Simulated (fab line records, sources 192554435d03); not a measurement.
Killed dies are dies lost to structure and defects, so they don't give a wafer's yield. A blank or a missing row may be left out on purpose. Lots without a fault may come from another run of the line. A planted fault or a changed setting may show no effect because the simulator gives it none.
Which tool did it? | flow n5_finfet | 12 lots, 36 wafers sampled, at 3 steps of a route of 1938

WHAT THE GAUGES READ, wafer by wafer
N5_BEOL_M5_RS_MEAS_57: measures by four-point-probe.
lot  | measured     | on            | M5_RS (ohm/sq)
L075 | day 8 13:16  | film_metro-01 | 0.411 0.401 0.378
L078 | day 9 04:07  | film_metro-01 | 0.402 0.401 0.412
L079 | day 9 11:02  | film_metro-02 | 0.402 0.368 0.390
L081 | day 9 20:47  | film_metro-01 | 0.420 0.432 0.408
L083 | day 10 15:55 | film_metro-01 | 0.401 0.406 0.396
L085 | day 11 02:20 | film_metro-01 | 0.380 0.373 0.381
L087 | day 11 16:58 | film_metro-01 | 0.393 0.396 0.392
L088 | day 12 06:15 | film_metro-02 | 0.393 0.405 0.372
L091 | day 12 14:13 | film_metro-01 | 0.398 0.400 0.409
L092 | day 13 04:38 | film_metro-01 | 0.394 0.395 0.397
L094 | day 13 14:35 | film_metro-01 | 0.390 0.374 0.396
L097 | day 14 11:19 | film_metro-01 | 0.400 0.399 0.399

WHICH TOOL RAN EACH LOT (tool, then ch and the chambers of the sampled wafers, then the start)
lot  | N5_BEOL_M5_SURFACE_TREAT_87  | N5_BEOL_M5_ANNEAL_49
L075 | pvd_sputter-02, day 8 06:44  | pvd_sputter-03, day 8 07:56
L078 | pvd_sputter-03, day 8 22:25  | pvd_sputter-02, day 8 22:46
L079 | pvd_sputter-02, day 9 05:11  | pvd_sputter-01, day 9 05:40
L081 | pvd_sputter-03, day 9 15:05  | pvd_sputter-02, day 9 15:28
L083 | pvd_sputter-01, day 10 08:31 | pvd_sputter-03, day 10 10:35
L085 | pvd_sputter-03, day 10 20:26 | pvd_sputter-03, day 10 20:51
L087 | pvd_sputter-02, day 11 11:19 | pvd_sputter-01, day 11 11:38
L088 | pvd_sputter-03, day 12 00:19 | pvd_sputter-03, day 12 00:50
L091 | pvd_sputter-02, day 12 08:35 | pvd_sputter-02, day 12 08:53
L092 | pvd_sputter-01, day 12 22:44 | pvd_sputter-01, day 12 23:14
L094 | pvd_sputter-01, day 13 08:55 | pvd_sputter-01, day 13 09:16
L097 | pvd_sputter-03, day 14 05:37 | pvd_sputter-03, day 14 05:59
- N5_BEOL_M5_SURFACE_TREAT_87
- N5_BEOL_M5_ANNEAL_49: time 1800 s.

THE ANSWER, worked out from the rows above alone
Rule: what is usual is taken from the lots themselves. Put in order of their means at a reading, lots are off if they are a third of the lots or fewer, leave a main group of 4 or more, and stand apart from it by a gap of 3 or more times the standard deviation of the main group's means; of several such gaps the widest counts. A main group whose means are all the same, to the digits that the tables above print for the reading, isn't used. A lot without any number at a reading at which 4 lots or more have one is off too. The other lots that the step has rows for count as sound.
No lot is off at any reading shown: from this, nothing can be told.

WHAT THE SIMULATOR HAD PUT IN
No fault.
